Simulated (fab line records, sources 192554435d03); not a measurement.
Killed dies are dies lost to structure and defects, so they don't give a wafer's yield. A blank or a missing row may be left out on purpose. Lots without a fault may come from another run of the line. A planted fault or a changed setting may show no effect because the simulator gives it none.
Which tool did it? | flow n5_finfet | 12 lots, 34 wafers sampled, at 1 step of a route of 1938

WHAT THE GAUGES READ, wafer by wafer
N5_BEOL_M1_THK_MEAS_01. Usual: M1_ILD_THK 78.8 nm, standard deviation 1.
lot  | measured     | on            | M1_ILD_THK (nm) | flag
L956 | day 6 04:04  | film_metro-02 | 79.1 79.7 79.6  |
L955 | day 6 06:11  | film_metro-01 | 79.0 79.4 79.8  |
L957 | day 6 07:36  | film_metro-02 | 78.8 78.2 79.8  |
L958 | day 6 20:20  | film_metro-02 | 78.0 79.2 79.4  |
L964 | day 8 06:36  | film_metro-02 | 78.4 79.1 80.2  |
L966 | day 8 23:54  | film_metro-01 | 77.8 78.3 80.2  |
L967 | day 9 06:53  | film_metro-01 | 80.1            |
L970 | day 9 16:06  | film_metro-02 | 78.6 79.9 80.9  |
L974 | day 11 09:10 | film_metro-01 | 77.0 79.7 78.6  |
L975 | day 11 14:28 | film_metro-02 | 78.7 77.9 78.8  |
L977 | day 11 17:22 | film_metro-02 | 78.7 80.5 79.4  |
L978 | day 11 18:22 | film_metro-02 | 77.7 77.4 78.4  |

WHICH TOOL RAN EACH LOT (tool, then ch and the chambers of the sampled wafers, then the start)
The record holds no process step before these readings.

WHAT THE TOOLS THEMSELVES READ (means of the sampled wafers that have a number; where no wafer has one, the mark that the record gives instead)
The record holds no such reading with a usual standard deviation.

THE ANSWER, worked out from the rows above alone
Rule: a lot is off if the mean of its wafers that have a number lies more than 3 standard deviations from the usual mean. A lot without any number at a reading at which 4 lots or more have one is off too. The other lots that the step has rows for count as sound. The gauges are gone through in route order, then the tools' own readings, and for those a lot's mean is taken as printed above. The first step at which some lot is off is used, and at that step the reading that is off furthest; a lot without a number counts as furthest.
No lot is off at any reading shown: from this, nothing can be told.

WHAT THE SIMULATOR HAD PUT IN
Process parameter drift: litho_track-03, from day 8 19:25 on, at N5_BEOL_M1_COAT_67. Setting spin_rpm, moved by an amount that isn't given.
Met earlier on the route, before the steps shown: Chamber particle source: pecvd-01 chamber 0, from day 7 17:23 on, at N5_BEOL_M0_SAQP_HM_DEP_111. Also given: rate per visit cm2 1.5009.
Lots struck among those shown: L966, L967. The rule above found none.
